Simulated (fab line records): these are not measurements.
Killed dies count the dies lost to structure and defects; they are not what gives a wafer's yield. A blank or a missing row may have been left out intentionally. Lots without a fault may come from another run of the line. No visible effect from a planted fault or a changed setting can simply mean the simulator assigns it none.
A single fault, viewed from 2 desks | flow n5_finfet | what lay behind the numbers comes last; until then each desk has only its own

== THE TOOL OWNER'S DESK: rie_si-05 ==
The tool's own readings at N5_BEOL_M0_SAQP_MANDREL_ETCH_20 (etches a-Si in HBr/Cl2, stops on SiNx, target depth 60 nm, bt time 10 s, time 30 s): means of the sampled wafers that have a number, for each lot that ran on this tool. Any lot whose mean is over 4 standard deviations away from the usual mean is out of limits and marked OUT; that distance is given in the brackets.
Columns: A = drypump_motor_current_A at N5_BEOL_M0_SAQP_MANDREL_ETCH_20, usual 5.7 A; B = oes_product_au at N5_BEOL_M0_SAQP_MANDREL_ETCH_20, usual 0.774 a.u.; C = throttle_valve_pct at N5_BEOL_M0_SAQP_MANDREL_ETCH_20, usual 35.3 %
lot  | first seen here | A   | B     | C
L588 | day 6 06:36     | 5.8 | 0.765 | 35.0
L591 | day 6 21:29     | 5.8 | 0.763 | 35.1
L607 | day 11 00:41    | 5.4 | 0.771 | 35.2
Finding of this desk: none of the 3 lots has anything out of limits.

== METROLOGY DESK ==
What the gauges read for every lot (on any tool): the sampled wafers with a number, averaged. Any lot whose mean is over 4 standard deviations away from the usual mean is out of limits and marked OUT; that distance is given in the brackets. Shown here are 7 of its 10 readings, the ones lying furthest out on some lot.
Columns: A = DIBL_N at N5_BEOL_M4_RC_MEAS_101, usual 35.9 mV/V; B = DIBL_P at N5_BEOL_M4_RC_MEAS_101, usual 36.0 mV/V; C = IOFF_N at N5_BEOL_M4_RC_MEAS_101, usual 0.16 nA/um; D = ION_N at N5_BEOL_M4_RC_MEAS_101, usual 671 uA/um; E = SS_P at N5_BEOL_M4_RC_MEAS_101, usual 73.2 mV/dec; F = VT_N at N5_BEOL_M4_RC_MEAS_101, usual 250 mV; G = VT_P at N5_BEOL_M4_RC_MEAS_101, usual -251 mV
lot  | first seen here | A    | B    | C    | D   | E    | F   | G
L588 | day 8 15:28     | 33.8 | 33.4 | 0.12 | 666 | 71.7 | 253 | -252
L591 | day 8 23:14     | 35.6 | 35.2 | 0.15 | 670 | 73.0 | 251 | -250
L600 | day 11 17:55    | 34.2 | 33.8 | 0.13 | 669 | 72.4 | 251 | -250
L607 | day 13 12:23    | 32.9 | 32.7 | 0.11 | 653 | 72.3 | 257 | -256
Finding of this desk: none of the 4 lots has anything out of limits.

== PUT TOGETHER ==
The desk of the tool owner found nothing out of limits.
Metrology desk: nothing out of limits seen.

== WHAT THE SIMULATOR PUT IN ==
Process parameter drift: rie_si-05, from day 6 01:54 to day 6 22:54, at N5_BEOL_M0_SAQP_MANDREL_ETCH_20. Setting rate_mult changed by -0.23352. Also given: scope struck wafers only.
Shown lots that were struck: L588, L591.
